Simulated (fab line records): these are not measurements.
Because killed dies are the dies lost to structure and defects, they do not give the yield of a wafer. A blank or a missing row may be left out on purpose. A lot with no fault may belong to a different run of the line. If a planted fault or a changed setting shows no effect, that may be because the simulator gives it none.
Matching of chambers + flow n5 finfet + rie diel-04 running N5_FIN_SAQP_SPACER1_ETCHBACK_25: 4 sister chambers
The step etches SiO2 in CHF3/O2, target depth 24.4 nm, time 12.2 s. 27 wafers are shown with their chamber, then 12 later ones without.

## EACH WAFER AND ITS CHAMBER
| wafer  | chamber | drypump motor current A (A) | showerhead plenum p Torr (Torr) | throttle valve pct (%) |
|--------|---------|-----------------------------|---------------------------------|------------------------|
| L075.2 | 0       | 6.2                         | 2.43                            | 19.24                  |
| L075.4 | 1       | 6.3                         | 2.50                            | 18.85                  |
| L075.6 | 0       | 6.2                         | 2.43                            | 19.22                  |
| L078.1 | 1       | 6.3                         | 2.50                            | 18.86                  |
| L078.3 | 0       | 6.2                         | 2.43                            | 19.26                  |
| L078.5 | 0       | 6.2                         | 2.43                            | 19.24                  |
| L079.2 | 0       | 6.2                         | 2.43                            | 19.25                  |
| L079.5 | 1       | 6.3                         | 2.50                            | 18.86                  |
| L079.6 | 2       | 4.9                         | 2.31                            | 19.00                  |
| L081.3 | 0       | 6.2                         | 2.43                            | 19.25                  |
| L081.5 | 0       | 6.1                         | 2.43                            | 19.26                  |
| L081.6 | 3       | 6.2                         | 2.52                            | 19.07                  |
| L082.1 | 0       | 6.2                         | 2.43                            | 19.26                  |
| L082.3 | 1       | 6.3                         | 2.49                            | 18.86                  |
| L082.4 | 3       | 6.2                         | 2.52                            | 19.08                  |
| L083.1 | 2       | 4.9                         | 2.31                            | 19.02                  |
| L083.4 | 1       | 6.3                         | 2.49                            | 18.88                  |
| L083.6 | 3       | 6.2                         | 2.52                            | 19.08                  |
| L084.1 | 3       | 6.2                         | 2.52                            | 19.09                  |
| L084.3 | 1       | 6.3                         | 2.49                            | 18.88                  |
| L084.4 | 0       | 6.2                         | 2.43                            | 19.26                  |
| L086.1 | 0       | 6.2                         | 2.42                            | 19.26                  |
| L086.2 | 1       | 6.3                         | 2.49                            | 18.88                  |
| L086.3 | 2       | 4.9                         | 2.31                            | 19.05                  |
| L089.1 | 3       | 6.2                         | 2.52                            | 19.08                  |
| L089.3 | 2       | 4.9                         | 2.30                            | 19.06                  |
| L089.6 | 0       | 6.2                         | 2.42                            | 19.28                  |

SIGNATURES (averages over the wafers above)
| reading                  | chamber 0 | chamber 1 | chamber 2 | chamber 3 | scatter within a chamber |
|--------------------------|-----------|-----------|-----------|-----------|--------------------------|
| drypump motor current A  | 6.191     | 6.300     | 4.900     | 6.200     | 0.0199                   |
| showerhead plenum p Torr | 2.4282    | 2.4943    | 2.3075    | 2.5200    | 0.00422                  |
| throttle valve pct       | 19.2527   | 18.8671   | 19.0325   | 19.0800   | 0.0159                   |
Rule: for each reading, subtract the chamber's mean from the wafer's reading, divide by that reading's scatter and square the result; add these up over the readings and take the root, which gives the wafer's distance from the chamber. If the next closest chamber is less than 2 further off than the closest, the wafer can't be placed; otherwise it belongs to the closest. How the scatter is found: for the shown wafers, subtract from each reading the mean of its chamber, square and add these, divide the total by (wafers less chambers), then take the root.

## WAFERS WHOSE CHAMBER IS MISSING
| wafer  | drypump motor current A (A) | showerhead plenum p Torr (Torr) | throttle valve pct (%) |
|--------|-----------------------------|---------------------------------|------------------------|
| L091.1 | 6.2                         | 2.42                            | 19.29                  |
| L091.3 | 6.2                         | 2.51                            | 19.10                  |
| L091.4 | 4.9                         | 2.30                            | 19.03                  |
| L092.2 | 6.2                         | 2.51                            | 19.11                  |
| L092.3 | 6.2                         | 2.42                            | 19.28                  |
| L092.5 | 6.2                         | 2.42                            | 19.30                  |
| L095.1 | 6.3                         | 2.49                            | 18.53                  |
| L095.2 | 4.9                         | 2.30                            | 19.06                  |
| L095.3 | 6.2                         | 2.51                            | 19.12                  |
| L097.1 | 6.3                         | 2.48                            | 18.55                  |
| L097.3 | 6.2                         | 2.51                            | 19.13                  |
| L097.5 | 4.9                         | 2.30                            | 19.09                  |

## CHAMBER TAKEN BY EACH
| wafer  | from the rows above | in truth |
|--------|---------------------|----------|
| L091.1 | 0                   | 0        |
| L091.3 | 3                   | 3        |
| L091.4 | 2                   | 2        |
| L092.2 | 3                   | 3        |
| L092.3 | 0                   | 0        |
| L092.5 | 0                   | 0        |
| L095.1 | 1                   | 1        |
| L095.2 | 2                   | 2        |
| L095.3 | 3                   | 3        |
| L097.1 | 1                   | 1        |
| L097.3 | 3                   | 3        |
| L097.5 | 2                   | 2        |
Correctly placed: 12 of 12. Left unplaced by these rows: 0. 0 placed wrongly.
